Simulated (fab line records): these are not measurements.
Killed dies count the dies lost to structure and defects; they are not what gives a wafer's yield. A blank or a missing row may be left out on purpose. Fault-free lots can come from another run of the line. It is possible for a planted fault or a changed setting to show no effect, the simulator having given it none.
fab line records	flow n5_finfet
record: lots: 6	wafers: 18	last_day: 17
route steps=1938 shown BEOL_M3@968 BEOL_M4@1111 PASSIVATION@1936
lots with no fault: from the same line, run without faults
start_h: hours from the record's opening day to when the first of the lot's shown wafers began	wait_h: hours from the lot's prior step to this one	" identical to the entry in the row above	L1.1+2: a single row standing in for several wafers	- no value, or no start was given	* or withheld: withheld	< > ~ a bound
route shown NAME@n: names a module that has steps shown in the file, with the first one's number in the route	usual: mean and standard deviation over wafers with no fault	same: alike in all rows	chamber/n: place in a boat	sites: each site's reading	_std_site: their standard deviation	_edge_site: outer sites' mean less inner sites'	radius_mm: for every site, how far away it sits from the centre of the wafer	mask NAME#n: copy n	behind: the most recent tool/chamber to have shaped the wafer	hold: what put the lot on hold/how long, in hours/how the hold closed	device: names the non-switching transistor (n, p or np)	end of line: the route-end tests of the same wafers	where a step has no rows: the recipe by itself	killed: not the wafer's yield, but the dies lost to structure and defects at the first sort	map: shows each die of a wafer: x if killed, . if not, _ if none is there
set.NAME: the run value of the setting; set.NAME@STEP: its run value at that earlier step	model.NAME: the simulator's own value behind a step, which no gauge read
lots at selected steps of the route; one table per step, one row per wafer
services: the hour from which a tool's chamber was out of use, counted from the record's first day as start_h (under 0 if before that day), plus the number of hours and why
== steps ==
step: N5_BEOL_M3_INSPECT_30
recipe: mode: adi	inspect_instrument: brightfield
usual: raw_defect_count: 432/100
lot.wafer	tool	chamber	start_h	wait_h	raw_defect_count
L518.4	defect_inspect-02	-	160.33	0.0	417
L518.5	"	-	"	"	345
L518.6	"	-	"	"	382
L517.1	defect_inspect-01	-	163.58	0.1	557
L517.2	"	-	"	"	604
L517.5	"	-	"	"	414
L525.1	defect_inspect-01	-	205.83	0.1	576
L525.4	"	-	"	"	661
L525.5	"	-	"	"	603
L528.3	defect_inspect-01	-	233.97	0.0	423
L528.4	"	-	"	"	422
L528.6	"	-	"	"	299
L535.1	defect_inspect-01	-	279.87	0.1	380
L535.5	"	-	"	"	281
L535.6	"	-	"	"	379
L538.1	defect_inspect-01	-	294.29	0.1	338
L538.3	"	-	"	"	363
L538.6	"	-	"	"	312
step: N5_BEOL_M3_DESCUM_33
recipe: chemistry: O2	time_s: 7	source_power_w: 50	bias_power_w: 20	pressure_mtorr: 20	rf_frequency_hz: 2.712e+07	temp_c: 40	resist: CAR-EUV	o2_flow_sccm: 225
usual: drypump_motor_current_A: 5.6/0.43	oes_product_au: 0.79/0.084	rf_vpp_V: 243.0/1.3	showerhead_plenum_p_Torr: 2.08/0.082	throttle_valve_pct: 20.40/0.3
lot.wafer	tool	chamber	start_h	wait_h	drypump_motor_current_A	oes_product_au	rf_hours_counter_h	rf_vpp_V	showerhead_plenum_p_Torr	throttle_valve_pct
L518.4	rie_diel-04	1	160.36	0.0	5.0	0.68	229	243.0	2.04	20.40
L518.5	"	1	"	"	5.0	0.69	-	243.4	2.04	20.41
L518.6	"	2	"	"	5.0	0.74	-	241.9	1.99	20.34
L517.1	rie_diel-03	3	163.61	0.0	6.0	0.91	16	243.5	2.13	20.26
L517.2	"	0	"	"	5.8	0.73	167	244.8	2.20	21.04
L517.5	"	3	"	"	5.9	0.92	-	244.8	2.13	20.27
L525.1	rie_diel-03	3	205.88	0.0	5.9	0.88	32	242.9	2.13	20.29
L525.4	"	2	"	"	6.0	0.70	225	240.4	1.99	20.42
L525.5	"	0	"	"	5.8	0.70	-	244.6	2.20	21.06
L528.3	rie_diel-03	2	234.00	0.0	6.0	0.70	233	241.1	1.98	20.44
L528.4	"	3	"	"	5.9	0.88	41	243.1	2.12	20.31
L528.6	"	3	"	"	5.9	0.88	-	243.1	2.12	20.28
L535.1	rie_diel-04	3	279.91	0.0	5.4	0.82	63	245.3	2.23	19.98
L535.5	"	2	"	"	5.0	0.72	-	242.2	1.98	20.40
L535.6	"	3	"	"	5.4	0.82	-	245.2	2.23	19.97
L538.1	rie_diel-05	1	294.33	0.0	5.5	0.72	196	241.1	2.00	20.31
L538.3	"	2	"	"	5.7	0.71	171	242.6	2.11	20.76
L538.6	"	2	"	"	5.7	0.71	-	242.8	2.11	20.79
step: N5_BEOL_M3_ETCH_77
recipe: chemistry: N2/H2	target: underlayer	target_depth_a: 65	mask_material: CAR-EUV	time_s: 5.2	ion_energy_ev: 200	pressure_mtorr: 30	source_w: 840	bias_w: 150	n2_flow_sccm: 200	h2_flow_sccm: 200	ends: cleared
usual: bias_w: 150.0/0.46	drypump_motor_current_A: 5.6/0.43	etch_rf_on_time_s: 5.17/0.11	n2_flow_sccm: 199.9/0.57	oes_product_au: 0.68/0.072	rf_vpp_V: 523.6/2.7	showerhead_plenum_p_Torr: 2.53/0.093	throttle_valve_pct: 17.80/0.29
lot.wafer	tool	chamber	start_h	wait_h	bias_w	drypump_motor_current_A	etch_rf_on_time_s	n2_flow_sccm	oes_product_au	rf_hours_counter_h	rf_vpp_V	showerhead_plenum_p_Torr	throttle_valve_pct
L518.4	rie_diel-04	1	160.40	0.0	150.1	5.0	5.16	200.8	0.58	229	523.9	2.49	17.81
L518.5	"	1	"	"	149.4	5.0	5.13	201.8	0.57	-	521.3	2.49	17.83
L518.6	"	2	"	"	150.2	5.0	5.06	199.1	0.65	-	520.0	2.44	17.89
L517.1	rie_diel-03	3	163.67	0.0	149.7	5.9	5.04	199.7	0.79	16	524.2	2.57	17.44
L517.2	"	0	"	"	150.2	5.8	5.42	200.4	0.62	167	525.9	2.65	18.29
L517.5	"	3	"	"	150.5	5.9	5.10	199.2	0.80	-	525.7	2.57	17.47
L525.1	rie_diel-03	3	205.91	0.0	149.9	6.0	5.07	199.9	0.77	32	523.5	2.56	17.50
L525.4	"	2	"	"	149.3	6.0	5.30	200.1	0.59	225	522.1	2.41	17.90
L525.5	"	0	"	"	149.8	5.8	5.45	199.6	0.60	-	526.0	2.64	18.29
L528.3	rie_diel-03	2	234.03	0.0	149.6	6.0	5.39	199.7	0.58	233	521.1	2.41	17.87
L528.4	"	3	"	"	149.0	5.9	5.19	199.9	0.74	41	524.2	2.56	17.50
L528.6	"	3	"	"	149.7	5.9	5.16	200.4	0.73	-	526.2	2.56	17.50
L535.1	rie_diel-04	3	279.94	0.0	149.0	5.4	5.26	199.0	0.69	63	528.5	2.70	17.45
L535.5	"	2	"	"	149.9	5.0	5.11	200.1	0.63	-	522.9	2.42	17.98
L535.6	"	3	"	"	150.1	5.4	5.26	199.4	0.69	-	526.1	2.70	17.44
L538.1	rie_diel-05	1	294.36	0.0	149.7	5.5	5.22	200.3	0.61	196	519.9	2.40	17.52
L538.3	"	2	"	"	150.6	5.8	5.28	200.4	0.61	171	524.3	2.53	18.12
L538.6	"	2	"	"	149.9	5.8	5.28	199.3	0.61	-	522.4	2.53	18.11
step: N5_BEOL_M3_ETCH_69
recipe: chemistry: CF4	target: SiARC	target_depth_a: 156	mask_material: CAR-EUV	time_s: 26	ion_energy_ev: 80	pressure_mtorr: 40	source_w: 545	bias_w: 36	Ar_flow_sccm: 100	cf4_flow_sccm: 100	ends: cleared
step: N5_BEOL_M3_ALD_98
recipe: material: SiO2	target_thk_a: 25	temp_c: 100	ald_precursor_family: BDEAS	ald_co_reactant: O2-plasma	pulse_time_s: 1	co_reactant_pulse_time_s: 1	purge_time_s: 2	co_reactant_purge_time_s: 2	ald_cycles: 17	pressure_torr: 2
step: N5_BEOL_M3_ETCHBACK_99
recipe: chemistry: CHF3	target: SiO2	target_depth_a: 50	time_s: 10.4	source_w: 215	bias_w: 47	Ar_flow_sccm: 200	CHF3_flow_sccm: 12	ion_energy_ev: 100	pressure_mtorr: 30
step: N5_BEOL_M3_ETCH_70
recipe: chemistry: N2/H2	target: SOC	target_depth_a: 800	overetch_a: 160	mask_material: SiARC	temp_c: 40	time_s: 120	ion_energy_ev: 200	pressure_mtorr: 30	source_w: 840	bias_w: 150	n2_flow_sccm: 200	h2_flow_sccm: 200
step: N5_BEOL_M3_STRIP_71
recipe: chemistry: N2/H2	temp_c: 40	n2_flow_sccm: 200	h2_flow_sccm: 200	rf_frequency_hz: 6e+07
step: N5_BEOL_M3_STRIP_78
recipe: chemistry: N2/H2	temp_c: 40	n2_flow_sccm: 200	h2_flow_sccm: 200	rf_frequency_hz: 6e+07
step: N5_BEOL_M3_VIA_ETCH_34
recipe: chemistry: C4F6/O2	target_depth_a: 694	mask_material: SOC	pressure_mtorr: 15	ion_energy_ev: 250	taper_deg: 4	time_s: 65.9	source_w: 350	bias_w: 170	Ar_flow_sccm: 300	C4F6_flow_sccm: 10	O2_flow_sccm: 10
usual: bias_w: 170.0/0.52	drypump_motor_current_A: 5.7/0.4	oes_product_au: 0.80/0.088	rf_vpp_V: 668/13	showerhead_plenum_p_Torr: 2.84/0.1	throttle_valve_pct: 30.74/0.3
lot.wafer	tool	chamber	start_h	wait_h	bias_w	drypump_motor_current_A	oes_product_au	rf_hours_counter_h	rf_vpp_V	showerhead_plenum_p_Torr	throttle_valve_pct
L518.4	rie_diel-03	3	165.85	0.0	170.3	5.9	0.93	-	684	2.92	30.90
L518.5	"	3	"	"	169.6	5.8	0.92	-	687	2.92	30.89
L518.6	"	0	"	"	170.4	5.8	0.72	-	656	2.94	31.12
L517.1	rie_diel-03	0	171.80	0.0	170.2	5.8	0.71	171	654	2.94	31.14
L517.2	"	3	"	"	170.1	5.9	0.92	20	686	2.92	30.91
L517.5	"	3	"	"	171.0	5.8	0.91	-	685	2.92	30.89
L525.1	rie_diel-03	3	208.13	0.0	170.4	5.9	0.89	32	686	2.91	30.91
L525.4	"	2	"	"	169.6	6.0	0.69	225	681	2.71	30.69
L525.5	"	3	"	"	169.9	5.9	0.89	-	686	2.91	30.93
L528.3	rie_diel-03	0	237.85	0.0	170.5	5.8	0.70	192	653	2.93	31.15
L528.4	"	2	"	"	169.8	6.0	0.69	234	679	2.70	30.70
L528.6	"	2	"	"	170.3	5.9	0.69	-	680	2.70	30.71
L535.1	rie_diel-04	2	288.76	0.0	169.7	5.0	0.73	207	655	2.71	30.72
L535.5	"	0	"	"	170.6	6.3	0.82	-	653	2.75	30.89
L535.6	"	3	"	"	170.0	5.4	0.82	-	674	3.02	30.33
L538.1	rie_diel-05	1	295.19	0.0	169.6	5.5	0.72	196	683	2.68	30.06
L538.3	"	0	"	"	170.4	6.1	0.88	61	664	2.78	30.57
L538.6	"	1	"	"	168.9	5.5	0.72	-	681	2.68	30.09
step: N5_BEOL_M3_STRIP_83
recipe: chemistry: C4F6/O2	resist: SiARC	rf_frequency_hz: 6e+07
step: N5_BEOL_M3_STRIP_36
recipe: chemistry: N2/H2	power_w: 450	temp_c: 40	pressure_mtorr: 20	rf_frequency_hz: 6e+07	overash_fraction: 0.3	bias_power_w: 7	h2_frac: 0.5	n2_flow_sccm: 200	h2_flow_sccm: 200
usual: drypump_motor_current_A: 5.7/0.4	n2_flow_sccm: 200.0/0.69	oes_product_au: 0.80/0.087	power_w: 449.8/1.5	rf_vpp_V: 59.1/1.4	showerhead_plenum_p_Torr: 2.53/0.091	throttle_valve_pct: 23.6/0.37
lot.wafer	tool	chamber	start_h	wait_h	drypump_motor_current_A	n2_flow_sccm	oes_product_au	power_w	rf_hours_counter_h	rf_vpp_V	showerhead_plenum_p_Torr	throttle_valve_pct
L518.4	rie_diel-03	3	165.93	0.0	5.9	201.2	0.91	449.8	-	59.3	2.56	23.2
L518.5	"	3	"	"	5.9	199.7	0.93	448.7	-	59.4	2.56	23.2
L518.6	"	0	"	"	5.8	199.4	0.72	451.0	-	60.2	2.65	24.0
L517.1	rie_diel-03	0	171.86	0.0	5.8	200.7	0.72	451.8	171	60.9	2.65	24.0
L517.2	"	3	"	"	5.9	200.8	0.91	449.7	20	57.8	2.56	23.2
L517.5	"	3	"	"	5.9	200.9	0.92	448.7	-	59.1	2.56	23.2
L525.1	rie_diel-03	3	208.19	0.0	6.0	200.5	0.89	453.3	32	58.1	2.56	23.2
L525.4	"	2	"	"	6.0	200.4	0.69	452.0	225	56.6	2.41	23.6
L525.5	"	3	"	"	5.9	201.4	0.90	450.3	-	58.3	2.56	23.2
L528.3	rie_diel-03	0	237.91	0.0	5.8	199.5	0.70	448.5	193	57.2	2.64	24.1
L528.4	"	2	"	"	6.0	200.2	0.69	450.5	234	56.8	2.40	23.6
L528.6	"	2	"	"	6.0	199.7	0.70	450.6	-	58.0	2.40	23.6
L535.1	rie_diel-04	2	288.82	0.0	5.0	199.9	0.71	450.4	207	58.5	2.42	23.8
L535.5	"	0	"	"	6.3	200.6	0.80	447.6	-	57.8	2.47	24.0
L535.6	"	3	"	"	5.4	199.8	0.82	451.1	-	58.7	2.69	23.2
L538.1	rie_diel-05	1	295.25	0.0	5.5	199.3	0.72	448.7	196	57.1	2.40	23.1
L538.3	"	0	"	"	6.1	200.3	0.88	452.6	61	60.9	2.48	23.4
L538.6	"	1	"	"	5.5	199.6	0.72	449.5	-	59.0	2.40	23.1
step: N5_BEOL_M3_TRENCH_ETCH_37
recipe: chemistry: C4F6/O2	target_depth_a: 555.55	target: SiOC	time_s: 29.2	ion_energy_ev: 250	pressure_mtorr: 30	source_w: 355	bias_w: 185	Ar_flow_sccm: 300	C4F6_flow_sccm: 10	O2_flow_sccm: 10
usual: bias_w: 185.1/0.64	drypump_motor_current_A: 5.7/0.4	oes_product_au: 0.80/0.087	rf_vpp_V: 668/13	showerhead_plenum_p_Torr: 2.84/0.1	throttle_valve_pct: 20.82/0.25
lot.wafer	tool	chamber	start_h	wait_h	bias_w	drypump_motor_current_A	oes_product_au	rf_hours_counter_h	rf_vpp_V	showerhead_plenum_p_Torr	throttle_valve_pct	model.BEOL_M3.feature_depth_nm	model.etch.depth_nm	model.TiN_of_BEOL_M3_HM_DEP_02.thk_nm
L518.4	rie_diel-03	3	165.99	-	185.3	5.9	0.91	-	685	2.92	20.81	55.4	55.44	17.4
L518.5	"	3	"	"	185.6	5.9	0.92	-	685	2.92	20.80	55.8	55.71	17.4
L518.6	"	0	"	"	185.3	5.8	0.71	-	653	2.95	21.22	53	52.92	18
L517.1	rie_diel-03	0	171.90	-	184.6	5.7	0.72	171	654	2.94	21.24	54.4	54.49	18
L517.2	"	3	"	"	185.2	5.9	0.92	20	686	2.92	20.82	56.6	56.55	18.2
L517.5	"	3	"	"	185.3	5.9	0.92	-	687	2.92	20.83	57	57.09	17.8
L525.1	rie_diel-03	3	208.23	-	124.4	5.9	0.83	32	500	2.91	20.82	50.4	50.36	18.4
L525.4	"	2	"	"	124.3	6.0	0.65	225	495	2.71	20.87	49	49	18.4
L525.5	"	3	"	"	123.7	5.9	0.84	-	498	2.91	20.83	50.8	50.7	18.2
L528.3	rie_diel-03	0	237.95	-	123.4	5.8	0.65	193	476	2.93	21.25	47.2	47.29	18.6
L528.4	"	2	"	"	124.9	6.0	0.64	234	497	2.71	20.88	48.8	48.77	18.4
L528.6	"	2	"	"	125.4	6.0	0.65	-	498	2.71	20.88	48.6	48.58	18.6
L535.1	rie_diel-04	2	288.86	-	184.0	5.0	0.72	207	655	2.71	20.88	55	54.92	17.8
L535.5	"	0	"	"	185.8	6.3	0.82	-	650	2.75	20.99	55.8	55.79	17.8
L535.6	"	3	"	"	184.7	5.4	0.81	-	673	3.02	20.47	54.8	54.83	17.6
L538.1	rie_diel-05	1	295.29	-	185.4	5.5	0.72	196	682	2.68	20.49	55.8	55.76	17.4
L538.3	"	0	"	"	184.5	6.0	0.87	61	664	2.79	20.51	55.6	55.54	17.6
L538.6	"	1	"	"	185.3	5.5	0.72	-	682	2.68	20.49	55.6	55.6	17.4
step: N5_BEOL_M3_ETCH_41
recipe: chemistry: CH3F/O2	target: SiCN	target_depth_a: 299	taper_deg: 2	time_s: 52.5	ion_energy_ev: 120	mask_material: TiN	pressure_mtorr: 30	source_w: 395	bias_w: 75	Ar_flow_sccm: 150	CH3F_flow_sccm: 30	O2_flow_sccm: 20
usual: bias_w: 74.98/0.2	drypump_motor_current_A: 5.7/0.4	oes_product_au: 0.80/0.087	rf_vpp_V: 297.3/1.7	showerhead_plenum_p_Torr: 2.00/0.074	throttle_valve_pct: 16.28/0.25
lot.wafer	tool	chamber	start_h	wait_h	bias_w	drypump_motor_current_A	oes_product_au	rf_hours_counter_h	rf_vpp_V	showerhead_plenum_p_Torr	throttle_valve_pct
L518.4	rie_diel-03	3	-	-	74.75	5.9	0.93	-	299.0	2.06	16.18
L518.5	"	3	"	"	75.00	5.9	0.92	-	297.9	2.05	16.19
L518.6	"	0	"	"	74.78	5.8	0.72	-	299.0	2.08	16.71
L517.1	rie_diel-03	0	-	-	74.96	5.8	0.71	171	299.3	2.08	16.72
L517.2	"	3	"	"	74.77	5.9	0.93	20	299.1	2.05	16.21
L517.5	"	3	"	"	74.63	5.9	0.92	-	299.7	2.05	16.20
L525.1	rie_diel-03	3	-	-	74.95	5.9	0.90	32	298.8	2.05	16.22
L525.4	"	2	"	"	74.93	6.0	0.69	225	295.2	1.90	16.38
L525.5	"	3	"	"	75.06	5.9	0.89	-	299.1	2.05	16.22
L528.3	rie_diel-03	0	-	-	75.00	5.7	0.70	193	300.0	2.07	16.75
L528.4	"	2	"	"	74.65	6.0	0.69	234	295.7	1.90	16.41
L528.6	"	2	"	"	74.78	6.0	0.69	-	294.6	1.90	16.39
L535.1	rie_diel-04	2	-	-	74.96	5.0	0.72	207	295.9	1.90	16.39
L535.5	"	0	"	"	74.97	6.3	0.82	-	296.9	1.93	16.46
L535.6	"	3	"	"	74.90	5.4	0.82	-	298.8	2.13	15.90
L538.1	rie_diel-05	1	-	-	74.55	5.5	0.72	196	297.7	1.88	16.08
L538.3	"	0	"	"	74.65	6.1	0.87	61	296.0	1.95	15.92
L538.6	"	1	"	"	74.83	5.5	0.72	-	295.9	1.88	16.09
step: N5_BEOL_M3_STRIP_97
recipe: chemistry: N2/H2	time_s: 10	power_w: 450	temp_c: 40	pressure_mtorr: 20	rf_frequency_hz: 6e+07	bias_power_w: 7	n2_flow_sccm: 200	h2_flow_sccm: 200
step: N5_BEOL_M3_OCD_MEAS_38
usual: trench_depth_nm: 55.5/1
lot.wafer	tool	chamber	start_h	wait_h	trench_depth_nm
L518.4	ocd-01	-	166.19	-	55.4
L518.5	"	-	"	"	55.5
L518.6	"	-	"	"	52.9
L517.1	ocd-02	-	172.06	-	54.6
L517.2	"	-	"	"	56.5
L517.5	"	-	"	"	57.2
L525.1	ocd-02	-	208.38	-	50.4
L525.4	"	-	"	"	49.2
L525.5	"	-	"	"	50.6
L528.3	ocd-02	-	238.11	-	47.8
L528.4	"	-	"	"	48.5
L528.6	"	-	"	"	48.6
L535.1	ocd-02	-	289.01	-	55.2
L535.5	"	-	"	"	55.4
L535.6	"	-	"	"	54.5
L538.1	ocd-01	-	295.44	-	56.1
L538.3	"	-	"	"	55.6
L538.6	"	-	"	"	55.8
step: N5_BEOL_M3_HM_STRIP_39
recipe: chemistry: peroxide_tin_strip	material: TiN	target_depth_a: 250	temp_c: 50	time_s: 158
step: N5_BEOL_M4_RC_MEAS_101
usual: DIBL_N: 36.9/1.7	DIBL_P: 37.3/2.3	IOFF_N: 0.16/0.033	IOFF_P: 0.22/0.04	ION_N: 673/12	ION_P: 463/8	SS_N: 71.6/0.58	SS_P: 73.4/0.74	VT_N: 250/3.2	VT_P: -250/3.4
lot.wafer	tool	chamber	start_h	wait_h	DIBL_N[mV/V]	DIBL_P[mV/V]	IOFF_N[nA/um]	IOFF_P[nA/um]	ION_N[uA/um]	ION_P[uA/um]	SS_N[mV/dec]	SS_P[mV/dec]	VT_N[mV]	VT_P[mV]
L518.4	prober-02	0	186.59	0.5	35.9	37.2	0.16	0.22	677	467	72.1	72.7	249	-249
L518.5	"	0	"	"	37.6	39.0	0.19	0.25	672	466	72.5	73.2	247	-248
L518.6	"	0	"	"	34.1	35.3	0.13	0.18	663	454	71.8	72.8	252	-251
L517.1	prober-02	0	190.37	0.0	37.6	39.8	0.20	0.28	680	467	71.6	73.9	248	-246
L517.2	"	0	"	"	34.8	36.0	0.14	0.21	681	471	70.7	72.6	252	-249
L517.5	"	0	"	"	34.5	35.8	0.14	0.21	660	462	71.7	72.4	251	-246
L525.1	prober-02	0	225.44	0.0	38.9	38.5	0.18	0.27	675	470	72.4	74.2	253	-245
L525.4	"	0	"	"	36.1	36.2	0.14	0.23	663	466	71.3	72.8	251	-250
L525.5	"	0	"	"	39.2	41.3	0.21	0.34	680	475	72.0	73.9	247	-241
L528.3	prober-01	0	254.86	0.3	35.7	34.4	0.14	0.18	687	461	71.5	73.0	252	-251
L528.4	"	0	"	"	38.5	38.5	0.18	0.24	679	465	72.4	73.7	245	-247
L528.6	"	0	"	"	36.3	37.5	0.16	0.23	677	471	71.6	73.7	248	-251
L535.1	prober-02	0	304.51	0.0	34.9	34.4	0.13	0.18	676	463	70.8	73.1	253	-254
L535.5	"	0	"	"	33.5	33.3	0.11	0.17	658	448	70.9	72.9	257	-256
L535.6	"	0	"	"	35.0	35.6	0.16	0.20	693	471	70.9	73.1	248	-255
L538.1	prober-02	0	310.92	0.0	36.1	35.6	0.12	0.18	661	457	71.6	72.2	255	-253
L538.3	"	0	"	"	37.0	37.3	0.14	0.21	683	468	70.8	72.8	251	-250
L538.6	"	0	"	"	35.4	35.4	0.12	0.18	666	467	71.0	72.0	256	-251
step: N5_PASSIVATION_PROBE_49
usual: defect_limited_yield: 91.2/1.3	killed_at_M0_to_M3: 34/10	killed_at_M4_up: 13/4.6	killed_at_contacts: 13/5.5	killed_at_front_end: 41/12	killed_at_other: 2.8/2.4	killed_dies: 104/16	killed_open: 67/12	killed_short: 33/7.2	sort_bin_4_leakage: 0.00/0.012	sort_bin_5_function: 5.1/0.86	sort_bin_6_memory: 3.3/0.62	sort_n_pass: 1076/16	sort_yield_pct: 91.2/1.3
same: gross_dies: 1180	killed_at_back_side: 0	sort_bin_8_speed[%]: 0
lot.wafer	tool	chamber	start_h	wait_h	defect_limited_yield[%]	killed_at_M0_to_M3	killed_at_M4_up	killed_at_contacts	killed_at_front_end	killed_at_other	killed_dies	killed_open	killed_short	sort_bin_4_leakage[%]	sort_bin_5_function[%]	sort_bin_6_memory[%]	sort_n_pass	sort_yield_pct[%]
L517.1	prober-02	-	306.04	0.0	93.6	24	13	13	25	1	76	42	32	0	3.3	2.8	1104	93.6
L517.2	prober-02	-	306.09	0.1	91.1	34	7	9	52	3	105	68	37	0	5.6	2.9	1075	91.1
L517.5	prober-02	-	306.24	0.2	89.2	50	13	20	42	2	127	84	40	0	6.1	4.2	1053	89.2
L528.3	prober-01	-	376.11	0.1	91.4	18	11	11	56	5	101	62	29	0	5.0	2.9	1079	91.4
L528.4	prober-01	-	376.16	0.2	91.3	32	12	7	46	6	103	53	42	0	5.0	3.1	1077	91.3
L528.6	prober-01	-	376.26	0.3	91.3	19	10	13	61	0	103	59	35	0	4.5	3.6	1077	91.3
L538.1	prober-02	-	407.13	0.0	92.2	44	10	9	28	1	92	55	31	0	4.0	3.4	1088	92.2
L538.3	prober-02	-	407.23	0.1	92.0	38	13	10	26	7	94	62	32	0	4.3	3.6	1086	92.0
L538.6	prober-02	-	407.38	0.3	91.7	45	15	10	25	3	98	61	34	0	5.1	3.0	1082	91.7
killed by level:class
L517.1 STI_FIN_REVEAL:geometric_particle:open=8 MOL_CONTACT_COAG:geometric_particle:short=7 BEOL_M0_SAQP:geometric_particle:short=6 MOL_CONTACT_COAG:geometric_particle:open=5 BEOL_M5:geometric_particle:short=5 BEOL_M1:geometric_particle:open=4 BEOL_M4:geometric_particle:open=4 STARTING-WAFER:geometric_particle:short=4
L517.2 FIN_SAQP:geometric_particle:open=19 BEOL_M0_SAQP:geometric_particle:short=10 MOL_CONTACT_COAG:geometric_particle:open=9 FIN_SAQP:geometric_particle:short=6 STI_FIN_REVEAL:geometric_particle:open=5 DUMMY_GATE:geometric_particle:open=5 BEOL_M0_SAQP:geometric_particle:open=5 GATE_CUT:geometric_particle:open=4
L517.5 BEOL_M1:geometric_particle:open=19 FIN_SAQP:geometric_particle:open=14 MOL_CONTACT_COAG:geometric_particle:open=10 BEOL_M0_SAQP:geometric_particle:open=10 MOL_CONTACT_COAG:geometric_particle:short=9 FIN_SAQP:geometric_particle:short=8 BEOL_M3:geometric_particle:open=6 STI_FIN_REVEAL:geometric_particle:open=5
L528.3 FIN_SAQP:geometric_particle:open=19 MOL_CONTACT_COAG:geometric_particle:open=10 GATE_CUT:geometric_particle:short=8 BEOL_M2:geometric_particle:open=7 HKMG_FIN:area_etch=6 FIN_SAQP:geometric_particle:short=5 BEOL_M4:geometric_particle:open=5 STI_FIN_REVEAL:geometric_particle:open=4
L528.4 FIN_SAQP:geometric_particle:open=13 BEOL_M3:geometric_particle:short=9 FIN_SAQP:geometric_particle:short=8 GATE_CUT:geometric_particle:short=7 DUMMY_GATE:geometric_particle:open=5 MOL_CONTACT_COAG:geometric_particle:open=5 BEOL_M1:geometric_particle:open=5 BEOL_M2:geometric_particle:open=4
L528.6 FIN_SAQP:geometric_particle:open=18 MOL_CONTACT_COAG:geometric_particle:open=9 FIN_SAQP:geometric_particle:short=7 GATE_CUT:geometric_particle:short=6 GATE_CUT:geometric_particle:open=5 BEOL_M3:geometric_particle:short=5 HKMG_FIN:area_etch=5 FIN_CUT:geometric_particle:open=4
L538.1 FIN_SAQP:geometric_particle:short=10 BEOL_M2:geometric_particle:open=10 FIN_SAQP:geometric_particle:open=7 MOL_CONTACT_COAG:geometric_particle:open=7 BEOL_M3:geometric_particle:open=7 BEOL_M0_SAQP:geometric_particle:open=6 BEOL_M0_SAQP:geometric_particle:short=6 BEOL_M1:geometric_particle:open=4
L538.3 BEOL_M2:geometric_particle:open=11 BEOL_M3:geometric_particle:open=10 MOL_CONTACT_COAG:geometric_particle:open=8 BEOL_M1:geometric_particle:open=6 BEOL_M4:geometric_particle:short=6 FIN_SAQP:geometric_particle:open=5 BEOL_M4:geometric_particle:open=5 ILD0:geometric_particle:short=4
L538.6 BEOL_M2:geometric_particle:open=13 BEOL_M3:geometric_particle:open=9 MOL_CONTACT_COAG:geometric_particle:open=7 FIN_SAQP:geometric_particle:short=6 STI_FIN_REVEAL:geometric_particle:open=6 BEOL_M0_SAQP:geometric_particle:short=6 BEOL_M4:geometric_particle:short=6 DUMMY_GATE:geometric_particle:open=5
== services ==
tool	chamber	start_h	hours	kind
rie_diel-03	1	142.65	-	clean
rie_diel-03	1	142.65	-	consumable_replace:focus_ring
rie_diel-03	1	142.65	26.3	scheduled_down
rie_diel-03	1	142.65	26.3	vent_cycle
rie_diel-03	2	161.67	4.7	repair
rie_diel-04	-	199.56	1.0	repair
rie_diel-04	1	231.91	-	clean
rie_diel-04	1	231.91	-	consumable_replace:focus_ring
rie_diel-04	1	231.91	14.9	scheduled_down
rie_diel-04	1	231.91	14.9	vent_cycle
rie_diel-05	-	243.98	0.4	repair
rie_diel-05	1	248.26	8.4	repair
rie_diel-05	-	265.91	4.3	pm
rie_diel-05	-	283.06	1.3	repair
rie_diel-03	2	284.87	-	clean
rie_diel-03	2	284.87	-	consumable_replace:focus_ring
rie_diel-03	2	284.87	-	consumable_replace:showerhead
rie_diel-03	2	284.87	22.5	scheduled_down
rie_diel-03	2	284.87	22.5	vent_cycle
== key ==
first_sign: step: N5_BEOL_M3_TRENCH_ETCH_37	reading: bias_w	direction: down	sigmas: 95	usual: *	struck: *
effect: step: N5_BEOL_M3_TRENCH_ETCH_37	reading: rf_vpp_V	direction: down	sigmas: 13	usual: 668	struck: 494
effect: step: N5_BEOL_M3_OCD_MEAS_38	reading: trench_depth_nm	direction: down	sigmas: 6.1	usual: 55.5	struck: 49.2
model_effect: step: N5_BEOL_M3_TRENCH_ETCH_37	value: BEOL_M3.feature_depth_nm	without: 55.57	struck: 49.13
met_at N5_BEOL_M3_TRENCH_ETCH_37
struck_wafers L525.1,L525.4,L525.5,L528.3,L528.4,L528.6
onset_between 171.90 208.23
fault: kind: process_parameter_drift	tool: rie_diel-03	chamber: -	onset_h: 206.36	steps: N5_BEOL_M3_TRENCH_ETCH_37	channel: bias_w	offset: *	shape: step	end_h: 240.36	acts_in: *	stated: *
